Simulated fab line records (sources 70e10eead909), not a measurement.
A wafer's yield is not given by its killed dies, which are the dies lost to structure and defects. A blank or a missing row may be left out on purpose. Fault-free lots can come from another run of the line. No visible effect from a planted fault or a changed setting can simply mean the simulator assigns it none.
Which tool was responsible? -- flow nand_harc -- 22 lots, 66 wafers sampled, at 6 steps of a route of 1159

== WHAT THE GAUGES SHOWED, per wafer ==
The record holds no reading of a measuring or inspecting step that can be judged against a usual standard deviation.

== TOOL THAT RAN EACH LOT (tool first, then ch and the chambers of the sampled wafers, then the start) ==
lot,NHARC_A_CONTACT_DEP_24,NHARC_A_CONTACT_DEP_29,NHARC_A_CONTACT_ETCH_49,NHARC_A_CONTACT_ETCH_122,NHARC_A_CONTACT_ETCH_90,NHARC_A_CONTACT_STRIP_55
L074,"pecvd-02 ch 0,1, day 16 12:30","pecvd-02 ch 0,1, day 16 15:20","rie_diel-01 ch 0,2,3, day 16 18:40 or earlier","har_cap_etch-02 ch 0,1, day 16 18:40","rie_diel-13 ch 1,2,3, day 16 19:23","rie_diel-07 ch 0,2,3, no start"
L075,"pecvd-04 ch 0,2, day 16 14:54","pecvd-02 ch 0,1,2, day 16 18:08","rie_diel-13 ch 0,2,3, day 16 21:19 or earlier","har_cap_etch-03 ch 0,1, day 16 21:19","rie_diel-13 ch 0,1,3, day 16 22:00","rie_diel-13 ch 0,1, no start"
L076,"pecvd-02 ch 0,1,2, day 16 20:22","pecvd-02 ch 0,2, day 16 23:22","rie_diel-13 ch 0,1,3, day 17 02:47 or earlier","har_cap_etch-02 ch 0,1, day 17 02:47","rie_diel-13 ch 0,1,2, day 17 03:30","rie_diel-13 ch 1,2,3, no start"
L079,"pecvd-03 ch 1,2, day 16 20:23","pecvd-03 ch 1,2, day 16 23:27","rie_diel-13 ch 0,1,3, day 17 03:15 or earlier","har_cap_etch-03 ch 0,1, day 17 03:15","rie_diel-07 ch 0,2,3, day 17 03:56","rie_diel-13 ch 2,3, no start"
L081,"pecvd-02 ch 0,1, day 17 05:11","pecvd-03 ch 0,1,2, day 17 11:05","rie_diel-13 ch 0,1, day 17 14:26 or earlier","har_cap_etch-03 ch 0,1, day 17 14:26","rie_diel-07 ch 0,2, day 17 15:09","rie_diel-13 ch 0,2,3, no start"
L077,"pecvd-04 ch 0,2, day 17 09:27","pecvd-04 ch 0,1, day 17 14:35","rie_diel-07 ch 0,3, day 17 17:44 or earlier","har_cap_etch-01 ch 0,1, day 17 17:44","rie_diel-13 ch 1,3, day 17 18:26","rie_diel-13 ch 0,1, no start"
L080,"pecvd-04 ch 0,2, day 17 13:50","pecvd-04 ch 1,2, day 17 16:48","rie_diel-07 ch 0,1,3, day 17 20:05 or earlier","har_cap_etch-01 ch 1, day 17 20:05","rie_diel-13 ch 0,3, day 17 20:46","rie_diel-13 ch 0,1,3, no start"
L078,"pecvd-03 ch 0,1,2, day 17 14:08","pecvd-04 ch 0,2, day 17 17:56","rie_diel-07 ch 0,1,3, day 17 21:13 or earlier","har_cap_etch-02 ch 0,1, day 17 21:13","rie_diel-13 ch 0,3, day 17 21:55","rie_diel-01 ch 0,2,3, no start"
L082,"pecvd-02 ch 0,1, day 18 13:58","pecvd-04 ch 0,1, day 18 17:01","rie_diel-01 ch 0,1,2, day 18 20:10 or earlier","har_cap_etch-02 ch 0,1, day 18 20:10","rie_diel-07 ch 0,1,2, day 18 20:52","rie_diel-13 ch 1,3, no start"
L084,"pecvd-02 ch 0,1,2, day 18 22:01","pecvd-04 ch 1,2, day 19 01:20","rie_diel-13 ch 1,3, day 19 04:29 or earlier","har_cap_etch-03 ch 0,1, day 19 04:29","rie_diel-13 ch 0,1,3, day 19 05:11","rie_diel-07 ch 0,1,3, no start"
L086,"pecvd-03 ch 0,1, day 18 23:22","pecvd-04 ch 1,2, day 19 02:44","rie_diel-13 ch 0,1,2, day 19 06:05 or earlier","har_cap_etch-02 ch 0,1, day 19 06:05","rie_diel-01 ch 1,2, day 19 06:46","rie_diel-13 ch 2,3, no start"
L085,"pecvd-03 ch 1,2, day 19 02:25","pecvd-02 ch 0,2, day 19 05:07","rie_diel-13 ch 1,2, day 19 08:22 or earlier","har_cap_etch-01 ch 1, day 19 08:22","rie_diel-13 ch 0,2, day 19 09:04","rie_diel-13 ch 1,3, no start"
L083,"pecvd-03 ch 0,1,2, day 19 03:40","pecvd-03 ch 0,1,2, day 19 06:27","rie_diel-07 ch 0,2, day 19 09:59 or earlier","har_cap_etch-02 ch 0,1, day 19 09:59","rie_diel-13 ch 0,2,3, day 19 10:50","rie_diel-01 ch 0,2,3, no start"
L088,"pecvd-03 ch 1,2, day 19 08:07","pecvd-02 ch 0,1, day 19 10:58","rie_diel-01 ch 0,1,2, day 19 14:41 or earlier","har_cap_etch-02 ch 0,1, day 19 14:41","rie_diel-07 ch 1,2,3, day 19 15:32","rie_diel-07 ch 1,2,3, no start"
L087,"pecvd-03 ch 1,2, day 19 15:58","pecvd-04 ch 0,1, day 19 19:22","rie_diel-13 ch 1,2,3, day 19 22:38 or earlier","har_cap_etch-02 ch 0,1, day 19 22:38","rie_diel-01 ch 0,1,3, day 19 23:27","rie_diel-07 ch 0,1,2, no start"
L090,"pecvd-02 ch 0,1,2, day 20 05:08","pecvd-04 ch 0,1,2, day 20 07:53","rie_diel-01 ch 0,1,2, day 20 11:19 or earlier","har_cap_etch-01 ch 0,1, day 20 11:19","rie_diel-01 ch 0,3, day 20 12:04","rie_diel-07 ch 0,1,2, no start"
L092,"pecvd-03 ch 0,1,2, day 20 16:32","pecvd-02 ch 0,1,2, day 20 19:23","rie_diel-13 ch 0,3, day 20 22:52 or earlier","har_cap_etch-03 ch 0,1, day 20 22:52","rie_diel-07 ch 0,1, day 20 23:32","rie_diel-07 ch 2,3, no start"
L093,"pecvd-02 ch 0,1, day 20 16:37","pecvd-04 ch 0,2, day 20 20:41","rie_diel-07 ch 0,1,2, day 21 00:02 or earlier","har_cap_etch-02 ch 0,1, day 21 00:02","rie_diel-07 ch 0,1,2, day 21 00:44","rie_diel-13 ch 0,2,3, no start"
L091,"pecvd-04 ch 0,1, day 20 21:17","pecvd-02 ch 0,1, day 21 01:19","rie_diel-13 ch 0,2,3, day 21 04:46 or earlier","har_cap_etch-03 ch 0,1, day 21 04:46","rie_diel-13 ch 0,2,3, day 21 05:27","rie_diel-13 ch 0,1,3, no start"
L094,"pecvd-02 ch 0,1,2, day 20 21:55","pecvd-04 ch 0,1,2, day 21 04:31","rie_diel-01 ch 0,3, day 21 07:44 or earlier","har_cap_etch-02 ch 0,1, day 21 07:44","rie_diel-13 ch 0,1,2, day 21 08:26","rie_diel-13 ch 0,3, no start"
L096,"pecvd-04 ch 0,1, day 22 02:32","pecvd-03 ch 0,1,2, day 22 05:17","rie_diel-01 ch 0,2, day 22 08:35 or earlier","har_cap_etch-02 ch 0,1, day 22 08:35","rie_diel-13 ch 0,1, day 22 09:15","rie_diel-13 ch 0,1,3, no start"
L097,"pecvd-02 ch 0,1,2, day 22 05:41","pecvd-04 ch 0,1,2, day 22 09:22","rie_diel-13 ch 0,1,3, day 22 13:15 or earlier","har_cap_etch-01 ch 0,1, day 22 13:15","rie_diel-07 ch 0,2,3, day 22 14:05","rie_diel-13 ch 0,2,3, no start"
- NHARC_A_CONTACT_DEP_24: deposits SiO2, target thk 500 nm.
- NHARC_A_CONTACT_DEP_29: deposits SiON, target thk 70 nm.
- NHARC_A_CONTACT_ETCH_49: etches the open film in N2/H2, target depth 260 nm, time 475.3 s.
- NHARC_A_CONTACT_ETCH_122: etches the open film in C4F8/O2/Ar, time 95 s, target depth 930 nm.
- NHARC_A_CONTACT_ETCH_90: etches the open film in CH3F/O2, target depth 40 nm, time 85.7 s.
- NHARC_A_CONTACT_STRIP_55: strips in O2.

== AS READ BY THE TOOLS THEMSELVES (means over the sampled wafers that have a number; for cases with no such wafer, the mark the record gives instead) ==
NHARC_A_CONTACT_DEP_24.
lot,tool,heater_power_outer_w (W),heater_power_w (W),showerhead_vpp_V (V),throttle_valve_pct (%)
L074,pecvd-02,348,650,1962,16.2
L075,pecvd-04,216,472,1941,16.0
L076,pecvd-02,324,601,1819,16.2
L079,pecvd-03,298,570,1824,16.0
L081,pecvd-02,361,666,1950,16.3
L077,pecvd-04,265,543,1950,15.9
L080,pecvd-04,216,484,1952,15.8
L078,pecvd-03,279,540,1789,16.2
L082,pecvd-02,327,625,1968,16.1
L084,pecvd-02,338,622,1813,16.1
L086,pecvd-03,283,574,1799,16.5
L085,pecvd-03,286,558,1748,16.6
L083,pecvd-03,310,593,1806,16.3
L088,pecvd-03,291,544,1786,16.1
L087,pecvd-03,289,557,1798,16.0
L090,pecvd-02,349,628,1806,16.2
L092,pecvd-03,289,565,1788,16.3
L093,pecvd-02,317,605,1855,16.3
L091,pecvd-04,271,547,1986,16.2
L094,pecvd-02,330,611,1810,16.2
L096,pecvd-04,233,475,1896,16.2
L097,pecvd-02,358,650,1808,16.2

NHARC_A_CONTACT_DEP_29.
lot,tool,heater_power_outer_w (W),heater_power_w (W),showerhead_vpp_V (V)
L074,pecvd-02,488,828,1141
L075,pecvd-02,460,795,1136
L076,pecvd-02,461,785,1201
L079,pecvd-03,393,689,1079
L081,pecvd-03,378,680,1117
L077,pecvd-04,395,712,1227
L080,pecvd-04,381,680,1154
L078,pecvd-04,402,727,1217
L082,pecvd-04,359,640,1196
L084,pecvd-04,345,631,1155
L086,pecvd-04,355,633,1150
L085,pecvd-02,465,775,1105
L083,pecvd-03,438,754,1129
L088,pecvd-02,468,807,1230
L087,pecvd-04,362,642,1190
L090,pecvd-04,377,694,1201
L092,pecvd-02,439,760,1122
L093,pecvd-04,399,742,1256
L091,pecvd-02,444,765,1223
L094,pecvd-04,356,662,1207
L096,pecvd-03,440,751,1115
L097,pecvd-04,376,669,1187

NHARC_A_CONTACT_ETCH_49.
lot,tool,bias_w (W),drypump_motor_current_A (A),mfc_ar_sccm (sccm),oes_product_au (a.u.),rf_vpp_V (V),showerhead_plenum_p_Torr (Torr),throttle_valve_pct (%)
L074,rie_diel-01,149.8,6.0,0.012,1.002,429.1,1.99,14.174
L075,rie_diel-13,149.6,5.7,0.004,1.002,428.5,1.99,14.170
L076,rie_diel-13,149.7,5.6,0.004,1.008,429.6,1.99,14.176
L079,rie_diel-13,149.8,5.6,0.004,1.001,429.7,1.99,14.169
L081,rie_diel-13,149.8,5.3,0.000,0.988,427.7,1.93,14.162
L077,rie_diel-07,150.2,5.6,0.009,1.009,432.7,2.11,14.171
L080,rie_diel-07,150.2,5.6,0.019,0.999,431.3,2.06,14.174
L078,rie_diel-07,149.8,5.6,0.019,1.001,431.3,2.06,14.170
L082,rie_diel-01,149.7,5.9,0.003,0.993,427.7,1.96,14.169
L084,rie_diel-13,149.9,5.8,0.009,1.008,430.6,2.04,14.173
L086,rie_diel-13,150.2,5.5,0.000,0.991,428.4,1.94,14.172
L085,rie_diel-13,150.1,5.8,0.000,1.011,428.0,1.95,14.171
L083,rie_diel-07,150.1,5.8,0.004,0.998,432.7,2.08,14.172
L088,rie_diel-01,150.4,5.9,0.003,0.996,427.4,1.96,14.173
L087,rie_diel-13,149.7,5.8,0.004,1.001,429.2,1.99,14.164
L090,rie_diel-01,150.2,5.9,0.003,1.007,428.0,1.96,14.182
L092,rie_diel-13,150.0,5.7,0.009,1.000,430.4,2.03,14.160
L093,rie_diel-07,150.0,5.8,0.019,1.000,431.1,2.07,14.159
L091,rie_diel-13,150.1,5.7,0.004,1.007,429.5,1.98,14.166
L094,rie_diel-01,150.0,6.3,0.015,0.990,426.9,1.91,14.182
L096,rie_diel-01,150.2,6.2,0.003,1.005,433.0,2.12,14.168
L097,rie_diel-13,150.1,5.5,0.004,1.001,429.6,1.98,14.168

NHARC_A_CONTACT_ETCH_90.
lot,tool,bias_w (W),drypump_motor_current_A (A),mfc_ar_sccm (sccm),oes_product_au (a.u.),rf_vpp_V (V),showerhead_plenum_p_Torr (Torr),throttle_valve_pct (%)
L074,rie_diel-13,100.01,5.8,200.2,1.00,243.9,2.41,20.664
L075,rie_diel-13,100.16,5.5,200.8,0.95,242.7,2.40,20.660
L076,rie_diel-13,100.01,5.5,200.2,0.93,242.4,2.35,20.660
L079,rie_diel-07,100.02,5.7,200.3,0.93,246.0,2.50,20.666
L081,rie_diel-07,99.83,5.9,200.9,0.93,245.3,2.56,20.671
L077,rie_diel-13,100.03,5.6,200.3,0.99,242.8,2.40,20.664
L080,rie_diel-13,100.04,5.7,200.2,1.00,244.7,2.45,20.663
L078,rie_diel-13,100.40,5.7,200.4,1.00,245.4,2.45,20.654
L082,rie_diel-07,100.20,5.8,199.2,1.00,244.7,2.50,20.663
L084,rie_diel-13,100.34,5.5,200.4,0.92,243.3,2.40,20.667
L086,rie_diel-01,99.89,5.4,199.9,0.92,243.3,2.37,20.665
L085,rie_diel-13,100.36,5.4,200.0,0.93,242.0,2.34,20.669
L083,rie_diel-13,100.23,5.7,200.1,1.00,243.7,2.40,20.674
L088,rie_diel-07,99.89,5.6,200.5,1.00,243.8,2.43,20.663
L087,rie_diel-01,100.12,5.7,200.1,0.93,242.2,2.33,20.673
L090,rie_diel-01,100.33,5.8,199.2,0.93,243.5,2.35,20.660
L092,rie_diel-07,99.82,5.7,200.0,0.99,244.2,2.48,20.664
L093,rie_diel-07,100.08,5.8,199.9,0.92,245.1,2.49,20.662
L091,rie_diel-13,100.38,5.7,199.8,0.93,244.2,2.39,20.662
L094,rie_diel-13,99.99,5.6,200.1,0.98,242.8,2.34,20.658
L096,rie_diel-13,100.15,5.3,199.7,0.97,242.8,2.33,20.660
L097,rie_diel-07,100.18,5.7,200.4,1.00,244.1,2.48,20.651

NHARC_A_CONTACT_STRIP_55.
lot,tool,drypump_motor_current_A (A),mfc_ar_sccm (sccm),oes_product_au (a.u.),rf_vpp_V (V),showerhead_plenum_p_Torr (Torr),throttle_valve_pct (%)
L074,rie_diel-07,5.7,0.004,1.016,58.0,3.58,17.031
L075,rie_diel-13,5.4,0.000,1.005,57.4,3.37,17.039
L076,rie_diel-13,5.8,0.004,1.005,57.7,3.46,17.029
L079,rie_diel-13,6.0,0.009,1.001,58.1,3.54,17.043
L081,rie_diel-13,5.7,0.004,0.999,57.3,3.45,17.032
L077,rie_diel-13,5.3,0.000,0.994,57.2,3.36,17.030
L080,rie_diel-13,5.6,0.004,1.001,56.7,3.45,17.041
L078,rie_diel-01,6.0,0.012,0.999,57.6,3.44,17.037
L082,rie_diel-13,5.8,0.009,0.996,57.4,3.52,17.039
L084,rie_diel-07,5.6,0.019,0.998,57.1,3.56,17.040
L086,rie_diel-13,6.0,0.009,1.006,58.3,3.53,17.036
L085,rie_diel-13,5.8,0.009,0.992,58.1,3.52,17.037
L083,rie_diel-01,6.1,0.012,1.003,57.6,3.44,17.032
L088,rie_diel-07,5.6,0.015,0.997,58.2,3.48,17.030
L087,rie_diel-07,5.8,0.019,0.998,57.4,3.57,17.035
L090,rie_diel-07,5.8,0.019,1.001,57.9,3.57,17.040
L092,rie_diel-07,5.5,0.000,0.990,58.1,3.48,17.038
L093,rie_diel-13,5.7,0.004,1.002,57.6,3.44,17.036
L091,rie_diel-13,5.6,0.004,0.995,57.8,3.44,17.034
L094,rie_diel-13,5.5,0.004,1.001,57.0,3.43,17.039
L096,rie_diel-13,5.6,0.004,0.999,57.1,3.44,17.039
L097,rie_diel-13,5.7,0.004,1.003,57.2,3.44,17.039

== THE ANSWER, worked out from the rows above alone ==
Rule: usual is defined by the lots themselves. The widest of any qualifying gaps counts: lots, ordered by their means at a reading, are off when they make up no more than a third of the lots, leave a main group of 4 or more, and stand apart from it by 3 or more times the standard deviation of that group's means. A main group whose means are all the same, to the digits that the tables above print for the reading, isn't used. Also off: a lot with no number at a reading for which 4 or more lots have one. All remaining lots with rows at the step are treated as sound. First the gauges in route order, then the tools' own readings, where a lot's mean is used as printed above. The first step at which some lot is off is used, and at that step the reading that is off furthest; a lot without a number counts as furthest.
Across all readings shown, no lot is off: no conclusion can be drawn from this.

== WHAT WAS PUT IN BY THE SIMULATOR ==
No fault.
